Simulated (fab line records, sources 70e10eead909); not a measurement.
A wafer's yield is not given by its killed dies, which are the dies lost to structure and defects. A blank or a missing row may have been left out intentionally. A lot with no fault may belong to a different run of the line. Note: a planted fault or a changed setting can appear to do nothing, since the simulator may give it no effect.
Which tool did it?	flow nand harc	Sampling: 12 lots, 36 wafers, 2 of 1302 route steps

WHAT THE GAUGES READ, wafer by wafer
NHARC_P_M2_OVL_MEAS_10: pitch 340 nm.
lot	measured	on	overlay x nm (nm)
L076	day 7 06:53	overlay-01	0.7 0.9 0.5
L078	day 7 23:22	overlay-01	1.3 0.5 0.7
L075	day 8 21:10	overlay-01	-1.0 -0.4 -0.9
L081	day 9 07:38	overlay-02	0.5 0.6 0.0
L083	day 10 11:11	overlay-02	-0.9 -1.3 -1.4
L085	day 11 08:22	overlay-01	0.9 0.8 0.3
L087	day 12 07:58	overlay-02	-0.3 -0.1 -0.1
L090	day 12 21:47	overlay-02	0.0 -0.4 -0.8
L091	day 13 07:05	overlay-01	0.8 0.3 0.7
L093	day 14 04:16	overlay-02	-0.5 -0.8 -0.1
L095	day 15 04:59	overlay-02	0.8 0.0 0.3
L097	day 15 21:05	overlay-02	0.5 0.2 0.4

EACH LOT AND THE TOOL THAT RAN IT (in order: tool; ch and the chambers of the sampled wafers; start)
lot	NHARC_P_M1_STRIP_18
L076	rie diel-05 ch 0,2,3, day 7 03:14
L078	rie diel-01 ch 0,1,3, day 7 19:45
L075	rie diel-01 ch 0,1,3, day 8 17:27
L081	rie diel-05 ch 0,3, day 9 03:58
L083	rie diel-05 ch 0,2,3, day 10 07:32
L085	rie diel-05 ch 1,2,3, day 11 04:37
L087	rie diel-05 ch 0,3, day 12 04:14
L090	rie diel-05 ch 0,1,3, day 12 18:04
L091	rie diel-01 ch 2,3, day 13 03:17
L093	rie diel-05 ch 0,1,3, day 14 00:46
L095	rie diel-05 ch 0,1,2, day 15 01:08
L097	rie diel-01 ch 1,2, day 15 17:26
- NHARC_P_M1_STRIP_18: strips in N2/H2.

THE ANSWER, worked out from the rows above alone
Rule: what is usual is taken from the lots themselves. Put in order of their means at a reading, lots are off if they are a third of the lots or fewer, leave a main group of 4 or more, and stand apart from it by a gap of 3 or more times the standard deviation of the main group's means; of several such gaps the widest counts. A main group is skipped when, at the precision printed for the reading in the tables above, its means are all equal. A lot without any number at a reading at which 4 lots or more have one is off too. All remaining lots with rows at the step are treated as sound.
None of the lots is off at any reading shown; this tells nothing.

WHAT THE SIMULATOR HAD PUT IN
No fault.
